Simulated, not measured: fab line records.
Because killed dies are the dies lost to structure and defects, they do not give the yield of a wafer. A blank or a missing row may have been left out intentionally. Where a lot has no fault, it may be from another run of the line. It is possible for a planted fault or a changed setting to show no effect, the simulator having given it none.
The tool behind it: which one?	flow nand-harc	10 lots with 30 wafers sampled at 6 steps, on a route of 1159 steps

WHAT THE GAUGES READ, wafer by wafer
NHARC_A_M1_INSPECT_11.
lot	measured	on	raw-defect-count
L365	day 17 22:08	defect-inspect-01	24 35 27
L366	day 17 22:50	defect-inspect-01	12 13 24
L367	day 18 00:41	defect-inspect-01	28 25 38
L363	day 18 01:26	defect-inspect-01	35 46 43
L364	day 19 01:12	defect-inspect-01	30 33 17
L373	day 20 21:50	defect-inspect-02	1417 1394 1385
L374	day 21 00:23	defect-inspect-01	1404 1414 1400
L380	day 21 13:04	defect-inspect-02	21 21 32
L379	day 21 19:28	defect-inspect-01	53 48 45
L382	day 22 06:20	defect-inspect-01	27 34 22

NHARC_END_SORT_01.
lot	measured	on	defect-limited-yield (%)	killed-at-array	killed-at-other	killed-at-periphery	killed-dies	killed-open	killed-short	sort_bin_2_pct (%)	sort_bin_3_pct (%)	sort_bin_4_pct (%)	sort-n-pass	sort-rim-yield-pct (%)	sort-yield-pct (%)
L373	day 22 11:31	prober-01	83.0 81.5 83.8	113 125 107	0 0 0	2 0 3	115 125 110	3 8 2	1 2 1	7.2 5.9 5.8	5.47 6.20 5.76	4.3 6.4 4.7	562 552 567	87.7 93.4 88.7	83.0 81.5 83.8
L374	day 22 13:10	prober-02	80.2 80.2 80.5	134 131 130	0 0 0	0 3 2	134 134 132	4 3 3	5 3 0	7.5 6.8 7.7	5.61 6.79 6.20	6.6 6.2 5.6	543 543 545	89.6 83.0 88.7	80.2 80.2 80.5

WHAT TOOL EACH LOT RAN ON (gives the tool, then ch and the chambers of the sampled wafers, and finally the start)
lot	NHARC_A_M0_DESCUM_14	NHARC_A_M0_ETCH_34	NHARC_A_M0_STRIP_18	NHARC_A_M1_DEP_00
L365	rie-diel-06 ch 2,3, day 17 18:11	rie-diel-06 ch 1,2, day 17 18:17	rie-diel-13 ch 0,1,3, day 17 18:39	pecvd-04 ch 0,2, day 17 21:23
L366	rie-diel-01 ch 1,3, day 17 18:47	rie-diel-01 ch 1,3, day 17 18:53	rie-diel-06 ch 0,1,3, day 17 19:13	pecvd-02 ch 1,2, day 17 21:52
L367	rie-diel-01 ch 1,3, day 17 20:32	rie-diel-01 ch 1,2, day 17 20:38	rie-diel-01 ch 2,3, day 17 21:00	pecvd-04 ch 0,1, day 17 23:43
L363	rie-diel-13 ch 1,2,3, day 17 21:25	rie-diel-13 ch 0,2,3, day 17 21:29	rie-diel-01 ch 1,2, day 17 21:46	pecvd-01 ch 0,1, day 18 00:35
L364	rie-diel-01 ch 1,2,3, day 18 16:38	rie-diel-01 ch 2,3, day 18 16:45	rie-diel-13 ch 2,3, day 18 17:05	pecvd-01 ch 0,1,2, day 19 00:25
L373	rie-diel-13 ch 0,1,2, day 20 17:46	rie-diel-13 ch 0,1,2, day 20 17:51	rie-diel-01 ch 0,1,2, day 20 18:08	pecvd-01 ch 0,1,2, day 20 20:52
L374	rie-diel-06 ch 0,3, day 20 20:24	rie-diel-06 ch 0,3, day 20 20:29	rie-diel-13 ch 0,1,2, day 20 20:50	pecvd-01 ch 0,1, day 20 23:26
L380	rie-diel-06 ch 0,1, day 21 09:04	rie-diel-06 ch 1,2,3, day 21 09:10	rie-diel-01 ch 1,2,3, day 21 09:26	pecvd-02 ch 0,1,2, day 21 12:06
L379	rie-diel-06 ch 0,1,2, day 21 15:29	rie-diel-06 ch 1,2,3, day 21 15:33	rie-diel-06 ch 0,3, day 21 15:50	pecvd-04 ch 0,1,2, day 21 18:35
L382	rie-diel-01 ch 0,2,3, day 22 02:14	rie-diel-01 ch 0,3, day 22 02:19	rie-diel-01 ch 0,1, day 22 02:37	pecvd-04 ch 0,1,2, day 22 05:22
- NHARC_A_M0_DESCUM_14: chemistry O2, time 3 s.
- NHARC_A_M0_ETCH_34: etches the open film in N2/H2, target depth 40 nm, overetch 12 nm, time 43.94 s.
- NHARC_A_M0_STRIP_18: strips in N2/H2.
- NHARC_A_M1_DEP_00: deposits SiOC, target thk 182.5 nm.

AS READ BY THE TOOLS THEMSELVES (means over the sampled wafers that have a number; for cases with no such wafer, the mark the record gives instead)
NHARC_A_M0_DESCUM_14.
lot	tool	drypump-motor-current-A (A)	oes-product-au (a.u.)	rf-vpp-V (V)	showerhead-plenum-p-Torr (Torr)	throttle-valve-pct (%)
L365	rie-diel-06	5.6	1.008	57.3	1.88	11.327
L366	rie-diel-01	5.3	0.980	58.5	2.02	11.305
L367	rie-diel-01	5.8	0.979	57.8	2.02	11.321
L363	rie-diel-13	5.4	1.002	58.1	1.95	11.312
L364	rie-diel-01	5.6	0.990	58.1	1.94	11.310
L373	rie-diel-13	5.8	0.991	58.2	1.92	11.314
L374	rie-diel-06	6.0	0.995	59.3	2.00	11.309
L380	rie-diel-06	6.4	1.000	57.8	1.92	11.322
L379	rie-diel-06	6.2	0.995	58.0	1.91	11.314
L382	rie-diel-01	6.0	1.008	57.0	1.88	11.312

NHARC_A_M0_ETCH_34.
lot	tool	drypump-motor-current-A (A)	oes-product-au (a.u.)	rf-fwd-power-W (W)	rf-vpp-V (V)	showerhead-plenum-p-Torr (Torr)	throttle-valve-pct (%)
L365	rie-diel-06	6.0	1.004	394.7	429.2	1.98	14.171
L366	rie-diel-01	5.8	0.977	394.3	433.9	2.15	14.167
L367	rie-diel-01	5.3	1.008	396.7	430.0	1.98	14.164
L363	rie-diel-13	5.4	1.004	395.0	429.9	2.04	14.166
L364	rie-diel-01	6.1	0.990	395.0	431.1	2.07	14.175
L373	rie-diel-13	5.8	0.989	394.4	430.0	2.05	14.166
L374	rie-diel-06	5.7	0.996	396.7	432.1	2.11	14.172
L380	rie-diel-06	5.9	0.997	395.4	429.7	2.01	14.176
L379	rie-diel-06	5.9	1.001	396.1	429.9	2.01	14.174
L382	rie-diel-01	6.2	1.013	394.8	429.5	2.02	14.174

NHARC_A_M0_STRIP_18.
lot	tool	drypump-motor-current-A (A)	oes-product-au (a.u.)	rf-fwd-power-W (W)	rf-vpp-V (V)	showerhead-plenum-p-Torr (Torr)	throttle-valve-pct (%)
L365	rie-diel-13	5.4	0.999	991.5	91.8	2.08	14.172
L366	rie-diel-06	6.1	1.007	997.8	91.0	2.08	14.172
L367	rie-diel-01	6.0	0.990	997.8	90.9	2.07	14.167
L363	rie-diel-01	5.3	1.007	996.5	91.1	1.98	14.178
L364	rie-diel-13	5.0	0.999	997.3	91.2	2.06	14.174
L373	rie-diel-01	5.5	1.013	994.5	88.6	2.00	14.176
L374	rie-diel-13	5.8	0.998	998.5	91.5	2.05	14.172
L380	rie-diel-01	5.5	0.994	997.2	91.1	2.06	14.166
L379	rie-diel-06	6.0	0.983	998.4	91.3	2.13	14.177
L382	rie-diel-01	5.3	1.006	997.1	90.6	2.08	14.157

NHARC_A_M1_DEP_00.
lot	tool	rf-fwd-power-W (W)
L365	pecvd-04	597.5
L366	pecvd-02	598.5
L367	pecvd-04	597.5
L363	pecvd-01	599.3
L364	pecvd-01	599.8
L373	pecvd-01	598.9
L374	pecvd-01	600.4
L380	pecvd-02	598.2
L379	pecvd-04	598.1
L382	pecvd-04	601.6

THE ANSWER, worked out from the rows above alone
Rule: usual is defined by the lots themselves. Put in order of their means at a reading, lots are off if they are a third of the lots or fewer, leave a main group of 4 or more, and stand apart from it by a gap of 3 or more times the standard deviation of the main group's means; of several such gaps the widest counts. Not used: any main group whose means are identical at the precision the tables above print for the reading. Also off: a lot with no number at a reading for which 4 or more lots have one. Where the step has rows for the other lots, those lots are counted as sound. After the gauges, taken in route order, come the tools' own readings; for these a lot's mean is taken, as printed above. At the first step where some lot is off, the reading lying furthest off is the one used; lots without a number count as furthest.
Off: L373, L374 (NHARC_A_M1_INSPECT_11, raw-defect-count). Main group: mean 31, sd 9.4.
If a tool, at a process step before that reading, ran all the lots that are off and no sound lot after the first of them, it fits. The gauges at NHARC_A_M1_INSPECT_11 are tried like those tools. One fits: NHARC_A_M1_DEP_00 on pecvd-01. Its last sound lot is L364 (day 19 00:25), its first lot that is off L373 (day 20 20:52): a fault that began between those two fits.

WHAT HAD BEEN PUT IN BY THE SIMULATOR
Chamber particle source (pecvd-01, NHARC_A_M1_DEP_00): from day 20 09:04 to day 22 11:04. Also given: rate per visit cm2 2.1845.
Struck lots among those shown: L373, L374. This agrees with what the rule above found.
